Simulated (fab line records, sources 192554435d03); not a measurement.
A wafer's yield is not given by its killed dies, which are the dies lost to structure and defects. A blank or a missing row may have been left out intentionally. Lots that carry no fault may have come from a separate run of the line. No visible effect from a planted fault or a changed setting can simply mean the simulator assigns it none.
Chamber matching | flow n5_finfet | 3 sister chambers for N5_PMOS_HMC_CHANNEL_EPI_HM_DEP_34 on pecvd-01
The step deposits SiO2 from TEOS/O2, target thk 36 nm, time 6.9 s. 16 wafers are shown with their chamber, then 8 later ones without.

== WAFERS WITH THEIR CHAMBER ==
wafer  | chamber | throttle_valve_pct (%) | heater_power_w (W) | showerhead_plenum_p_Torr (Torr)
L074.2 | 1       | 19.2                   | 685                | 8.38
L074.3 | 0       | 18.2                   | 574                | 8.33
L074.4 | 1       | 19.2                   | 661                | 8.37
L075.2 | 1       | 19.6                   | 713                | 8.35
L075.4 | 0       | 18.4                   | 512                | 8.35
L075.5 | 1       | 19.3                   | 700                | 8.36
L081.1 | 2       | 18.0                   | 698                | 8.41
L081.2 | 0       | 18.7                   | 550                | 8.36
L081.3 | 1       | 19.2                   | 607                | 8.38
L085.2 | 2       | 18.4                   | 667                | 8.39
L085.3 | 0       | 18.6                   | 532                | 8.34
L085.6 | 0       | 18.5                   | 541                | 8.33
L090.1 | 0       | 18.7                   | 577                | 8.33
L090.3 | 1       | 19.3                   | 697                | 8.35
L090.5 | 1       | 19.2                   | 690                | 8.36
L091.2 | 0       | 18.6                   | 469                | 8.33

SIGNATURES, as means of the wafers listed above
reading                  | chamber 0 | chamber 1 | chamber 2 | scatter within a chamber
throttle_valve_pct       | 18.529    | 19.286    | 18.200    | 0.176
heater_power_w           | 536.43    | 679.00    | 682.50    | 35.6
showerhead_plenum_p_Torr | 8.3386    | 8.3643    | 8.4000    | 0.0126
Rule: a wafer lies at a distance from a chamber equal to the root of the sum of squares, over the readings, of (its reading less the chamber's mean, divided by the reading's scatter). The wafer belongs to the nearest chamber; if the next one is less than 2 further off, it can't be placed. The scatter is the square root of a quotient: the sum, over the shown wafers, of each reading's squared deviation from its chamber's mean, divided by wafers minus chambers.

== WAFERS MISSING THEIR CHAMBER ==
wafer  | throttle_valve_pct (%) | heater_power_w (W) | showerhead_plenum_p_Torr (Torr)
L091.3 | 18.2                   | 674                | 8.39
L091.4 | 18.3                   | 673                | 8.40
L096.1 | 19.2                   | 668                | 8.35
L096.2 | 18.4                   | 653                | 8.42
L096.3 | 18.5                   | 557                | 8.35
L097.1 | 19.0                   | 710                | 8.35
L097.4 | 18.0                   | 748                | 8.40
L097.5 | 19.0                   | 555                | 8.34

== THE CHAMBER EACH PASSED THROUGH ==
wafer  | from the rows above     | in truth
L091.3 | 2                       | 2
L091.4 | 2                       | 2
L096.1 | 1                       | 1
L096.2 | 2                       | 2
L096.3 | 0                       | 0
L097.1 | 1                       | 1
L097.4 | 2                       | 2
L097.5 | can't be placed: 0 or 1 | 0
Correct placement for 7 of the 8. Unplaceable from these rows: 1, with the true chamber sitting among the candidates in 1. 0 placed wrongly.
